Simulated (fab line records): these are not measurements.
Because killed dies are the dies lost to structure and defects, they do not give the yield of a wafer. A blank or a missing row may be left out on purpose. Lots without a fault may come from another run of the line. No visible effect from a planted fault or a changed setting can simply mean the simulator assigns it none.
Split-lot trial -- flow n5-finfet -- on a route of 1938 steps: 7 lots, 21 wafers read

== ON THE SPLIT ==
At N5_BEOL_M0_SAQP_COAT_105 (time 60 s, resist thk 100 nm), the setting spin-rpm was moved away from the recipe's 1500 rpm on 8 of the 21 wafers read, by -10.6% to +9.4%. For the rest of the wafers, this setting stayed at what the recipe calls for.

The reading is taken at the split's own step.

== THE READING ==
SOC_of_BEOL_M0_SAQP_COAT_105.thk-nm (the simulator's own value, which no gauge read), in nm, at N5_BEOL_M0_SAQP_COAT_105 (time 60 s, resist thk 100 nm). No usual value for it is given in the file. The 13 wafers here that ran the recipe average 99.9 nm, standard deviation 0.29 nm.

wafer,"tool, chamber at the split","spin-rpm as run, rpm",against the recipe,"SOC_of_BEOL_M0_SAQP_COAT_105.thk-nm, nm",against lot-mates on the recipe
L079.1,"litho-track-04, 0",1578,+5.2%,97.6,no lot-mate on the recipe
L079.5,"litho-track-04, 0",1578,+5.2%,97.6,no lot-mate on the recipe
L079.6,"litho-track-04, 0",1578,+5.2%,97.8,no lot-mate on the recipe
L081.1,"litho-track-01, 0",1500,recipe,100,-
L081.2,"litho-track-01, 0",1500,recipe,100,-
L081.5,"litho-track-01, 0",1500,recipe,100,-
L084.1,"litho-track-01, 0",1500,recipe,100,-
L084.2,"litho-track-01, 0",1500,recipe,99.6,-
L084.4,"litho-track-01, 0",1500,recipe,100.2,-
L087.2,"litho-track-01, 0",1500,recipe,99.4,-
L087.3,"litho-track-01, 0",1641,+9.4%,95.4,-4.2
L087.4,"litho-track-01, 0",1500,recipe,99.8,-
L091.2,"litho-track-04, 0",1341,-10.6%,106.4,+6.0
L091.3,"litho-track-04, 0",1500,recipe,100.4,-
L091.5,"litho-track-04, 0",1341,-10.6%,106.2,+5.8
L093.2,"litho-track-02, 0",1500,recipe,99.8,-
L093.6,"litho-track-02, 0",1500,recipe,99.8,-
L093.4,"litho-track-02, 0",1500,recipe,99.6,-
L096.1,"litho-track-04, 0",1500,recipe,100.4,-
L096.2,"litho-track-04, 0",1396,-6.9%,104.2,+3.8
L096.5,"litho-track-04, 0",1396,-6.9%,104,+3.6

FIT RESULTS
A straight line over all 21 wafers: SOC_of_BEOL_M0_SAQP_COAT_105.thk-nm changes by -0.548 nm for each +1% of spin-rpm; r = -0.99; the points scatter about the line by 0.37 nm.
The same after taking each lot's own level away (the mean of its wafers on the recipe; 18 wafers): -0.522 nm for each +1%; r = -1.00; scatter 0.25 nm.
The reading moves by 5.5 nm for the largest change in spin-rpm, on that fit.
Measured against the standard deviation above, the lots' own levels, which go from 99.60 to 100.40 nm, span 2.8 times it.
Hence the lot-to-lot level has little effect on the slope; both slopes agree.
Check: with one of the wafers moved furthest among these (-10.6%) left out of the fit, the line predicts +5.47 nm for it against its lot-mates. It came out at +6 nm against them.

== OTHER SPLITS APPLIED TO THESE WAFERS ==
Before the reading, these wafers also passed through other splits. Each is held against what the fit with the lots' levels taken away leaves over:
other split on the same wafers,wafers away from the commonest value,r with SOC_of_BEOL_M0_SAQP_COAT_105.thk-nm (lot level and that fit taken away)
N5_MOL_CONTACT_COAG_EXPOSE_37 dose-mj,7,-0.15

== THE FILE'S OWN FIT ==
SOC_of_BEOL_M0_SAQP_COAT_105.thk-nm changes by -0.513 nm for each +1% of spin-rpm, r = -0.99.
